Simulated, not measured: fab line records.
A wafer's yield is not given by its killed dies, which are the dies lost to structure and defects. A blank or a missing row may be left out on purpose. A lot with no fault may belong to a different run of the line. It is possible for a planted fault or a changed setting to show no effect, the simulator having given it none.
Comparing a struck lot with a sound one || flow nand_harc || 22 out of 1302 route steps
Sound: the wafers L738.4, L738.5, L738.6. Wafers struck: L750.2, L750.3, L750.5. The cause is named last.
Per side, at each step with rows, come the tool, then ch with its chambers, and then its first start. Under that, the readings that differ: sound wafers || struck wafers || difference of the means || sigmas: that difference in standard deviations of wafers without a fault.
alike: readings whose means differ by less than 2 such deviations, and words and numbers that are the same on both sides. not compared: withheld readings, readings that some wafer has no value for, bounds like >300 that may hide the same value, and numbers for which the record gives no deviation and whose values overlap.
A row with sigmas, a row that says differs or no value, or rows on one side alone: a step with any of these is where the two part. Numbers that have no deviation but don't overlap get no sigmas and don't part them. Lack of a reading on every wafer of one side parts them only where that side has two or more wafers.

first, 2 steps without rows for these wafers: NHARC_A_SGD_CUT_ETCH_26 (etches SiO2 in dHF, target depth 45.8 nm); NHARC_A_SGD_CUT_ETCHBACK_24 (etches the open film in CH3F/O2, target depth 50 nm, time 92.857 s).
NHARC_A_SGD_CUT_STRIP_28: strips in O2, time 20 s.
  sound on rie_diel-01 ch 0,1,2; struck on rie_diel-01 ch 0,1,2
  alike: drypump_motor_current_A, o2_flow_sccm, oes_product_au, rf_vpp_V, showerhead_plenum_p_Torr, throttle_valve_pct
  not compared: rf_hours_counter_h
NHARC_A_SGD_CUT_INSPECT_25:
  sound: defect_inspect-02 at day 22 14:11; struck: defect_inspect-02 at day 25 04:37
  alike: raw_defect_count
NHARC_A_SLIT_DEP_25: deposits SiO2, target thk 200 nm.
  sound on pecvd-02 ch 0,1,2, day 22 14:22; struck on pecvd-03 ch 0,2, day 25 04:44
  alike: chamber_pressure_Torr, heater_power_w, throttle_valve_pct
then, 1 step without rows for these wafers: NHARC_A_SLIT_DEP_00 (deposits aC, target thk 6200 nm).
NHARC_A_SLIT_DEP_23: deposits SiON, target thk 100 nm.
  sound on pecvd-03 ch 0,1,2, day 22 18:35; struck on pecvd-02 ch 1,2, day 25 11:50
  alike: chamber_pressure_Torr, heater_power_w
then, 5 steps without rows for these wafers: NHARC_A_SLIT_DEHYDRATE_01 (time 120 s); NHARC_A_SLIT_HMDS_02 (time 30 s); NHARC_A_SLIT_COAT_03 (resist thk 90 nm); NHARC_A_SLIT_SOFTBAKE_04 (time 55 s); NHARC_A_SLIT_EBR_05.
NHARC_A_SLIT_EXPOSE_06: exposes mask SLIT.
  sound on arfi_scanner-03 ch 0, day 22 19:03; struck on arfi_scanner-03 ch 0, day 25 12:16
{"reading": "exposure_dose_mJ_cm2", "sound": "60.85 60.72 60.84", "struck": "55.61 55.70 55.71", "difference": -5.13, "sigmas": -87}
  alike: mask
then, 2 steps without rows for these wafers: NHARC_A_SLIT_PEB_07 (peb time 65 s); NHARC_A_SLIT_DEVELOP_08 (develop time 35 s).
NHARC_A_SLIT_CD_MEAS_09: target cd 300 nm.
  sound on cd_sem-01 ch 0, day 22 19:11; struck on cd_sem-03 ch 0, day 25 12:23
{"reading": "cd_nm (nm)", "sound": "299.9 299.9 299.6", "struck": "296.2 296.4 295.8", "difference": -3.7, "sigmas": -9}
NHARC_A_SLIT_OVL_MEAS_10:
  sound: overlay-01 at day 22 19:16; struck: overlay-01 at day 25 12:29
{"reading": "overlay_y_nm (nm)", "sound": "-2.0 -1.9 -1.7", "struck": "0.5 0.0 0.0", "difference": "+2.0", "sigmas": "+2"}
  alike: overlay_x_nm
NHARC_A_SLIT_INSPECT_11:
  sound: defect_inspect-01 at day 22 19:18; struck: defect_inspect-01 at day 25 12:31
  alike: raw_defect_count
NHARC_A_SLIT_DESCUM_14: chemistry O2, time 3 s.
  sound on rie_diel-11 ch 0,3, day 22 19:22; struck on rie_diel-02 ch 0,3, day 25 12:35
  alike: drypump_motor_current_A, o2_flow_sccm, oes_product_au, rf_vpp_V, showerhead_plenum_p_Torr, throttle_valve_pct
  not compared: rf_hours_counter_h
NHARC_A_SLIT_ETCH_24: etches the open film in CF4/CHF3, target depth 121 nm, time 60.5 s.
  sound on rie_diel-11 ch 0,2,3, day 22 19:28; struck on rie_diel-02 ch 2,3, day 25 12:40
{"reading": "model.A_SLIT.cd_offset_nm (nm)", "sound": "-0.9536 -0.6361 -0.3436", "struck": "-4.714 -4.265 -4.55", "difference": -3.865, "sigmas": ""}
  alike: bias_w, drypump_motor_current_A, oes_product_au, rf_vpp_V, showerhead_plenum_p_Torr, throttle_valve_pct
  not compared: rf_hours_counter_h
NHARC_A_SLIT_ETCH_15: etches the open film in O2/COS, target depth 6200 nm, time 1612 s.
  sound on rie_diel-11 ch 1,2; struck on rie_diel-02 ch 0,1,2
{"reading": "model.A_SLIT.cd_offset_nm (nm)", "sound": "-0.3351 -0.9821 0.3825", "struck": "-4.948 -4.627 -5.114", "difference": -4.585, "sigmas": ""}
  alike: bias_w, drypump_motor_current_A, o2_flow_sccm, oes_product_au, rf_vpp_V, showerhead_plenum_p_Torr, throttle_valve_pct
  not compared: rf_hours_counter_h
NHARC_A_SLIT_ETCH_17: etches the open film in C4F8/O2/Ar, time 4254.5 s, target depth 20300 nm.
  sound on har_etch-01 ch 0,1, day 22 22:27; struck on har_etch-01 ch 0,1, day 25 14:15
  alike: drypump_motor_current_A, o2_flow_sccm, showerhead_plenum_p_Torr, throttle_valve_pct
  not compared: rf_hours_counter_h

WHERE THEY PART
At NHARC_A_SLIT_EXPOSE_06 first; at NHARC_A_SLIT_OVL_MEAS_10 last (within this record only). Later steps at which nothing parts them and some readings are alike: NHARC_A_SLIT_INSPECT_11, NHARC_A_SLIT_DESCUM_14, NHARC_A_SLIT_ETCH_24, NHARC_A_SLIT_ETCH_15, NHARC_A_SLIT_ETCH_17.

WHY: whatever the simulator had introduced
Drift in process parameters on arfi_scanner-03 at NHARC_A_SLIT_EXPOSE_06, starting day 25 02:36. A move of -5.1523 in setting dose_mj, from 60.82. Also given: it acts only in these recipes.
